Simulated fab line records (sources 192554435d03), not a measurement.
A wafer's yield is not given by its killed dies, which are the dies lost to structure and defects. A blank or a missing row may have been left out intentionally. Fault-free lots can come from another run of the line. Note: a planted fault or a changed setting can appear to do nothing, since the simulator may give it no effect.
Matching of chambers + flow n5_finfet + 4 sister chambers for N5_FIN_CUT_CUT_ETCH_28 on rie_si-06
The step etches Si in HBr/Cl2/O2, target depth 6 nm, time 2.4 s. 16 wafers are shown with their chamber, then 8 later ones without.

## WAFERS PAIRED WITH THEIR CHAMBERS
| wafer  | chamber | throttle_valve_pct (%) | oes_product_au (a.u.) |
|--------|---------|------------------------|-----------------------|
| L075.1 | 1       | 36.6                   | 1.017                 |
| L075.3 | 0       | 37.1                   | 1.041                 |
| L075.6 | 0       | 37.1                   | 1.046                 |
| L083.2 | 3       | 37.5                   | 0.986                 |
| L083.3 | 1       | 36.5                   | 1.028                 |
| L083.4 | 2       | 37.0                   | 1.004                 |
| L086.3 | 3       | 37.5                   | 0.991                 |
| L086.4 | 1       | 36.5                   | 1.028                 |
| L086.5 | 1       | 36.5                   | 1.028                 |
| L090.2 | 1       | 36.6                   | 1.026                 |
| L090.4 | 0       | 37.1                   | 1.034                 |
| L090.5 | 3       | 37.5                   | 0.992                 |
| L091.1 | 1       | 36.6                   | 1.027                 |
| L091.2 | 0       | 37.1                   | 1.035                 |
| L091.4 | 3       | 37.5                   | 0.992                 |
| L092.1 | 0       | 37.1                   | 1.027                 |

SIGNATURES (averages over the wafers above)
| reading            | chamber 0 | chamber 1 | chamber 2 | chamber 3 | scatter within a chamber |
|--------------------|-----------|-----------|-----------|-----------|--------------------------|
| throttle_valve_pct | 37.100    | 36.550    | 37.000    | 37.500    | 0.0354                   |
| oes_product_au     | 1.03660   | 1.02567   | 1.00400   | 0.99025   | 0.00522                  |
Rule: for each reading, subtract the chamber's mean from the wafer's reading, divide by that reading's scatter and square the result; add these up over the readings and take the root, which gives the wafer's distance from the chamber. The wafer belongs to the nearest chamber; if the next one is less than 2 further off, it can't be placed. The scatter: the root of (the sum of the squares of (reading less its chamber's mean) over the shown wafers, divided by (wafers less chambers)).

## WAFERS WITH NO CHAMBER GIVEN
| wafer  | throttle_valve_pct (%) | oes_product_au (a.u.) |
|--------|------------------------|-----------------------|
| L092.4 | 36.6                   | 1.030                 |
| L092.6 | 36.6                   | 1.027                 |
| L094.2 | 37.7                   | 0.997                 |
| L094.3 | 37.1                   | 1.026                 |
| L094.4 | 36.6                   | 1.026                 |
| L096.2 | 37.1                   | 1.036                 |
| L096.3 | 36.6                   | 1.025                 |
| L096.4 | 37.5                   | 0.990                 |

## THE CHAMBER EACH PASSED THROUGH
| wafer  | from the rows above | in truth                   |
|--------|---------------------|----------------------------|
| L092.4 | 1                   | 1                          |
| L092.6 | 1                   | 1                          |
| L094.2 | 3                   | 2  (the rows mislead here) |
| L094.3 | 0                   | 0                          |
| L094.4 | 1                   | 1                          |
| L096.2 | 0                   | 0                          |
| L096.3 | 1                   | 1                          |
| L096.4 | 3                   | 3                          |
Correctly placed: 7 of 8. Not placeable from these rows: 0. 1 placed wrongly.
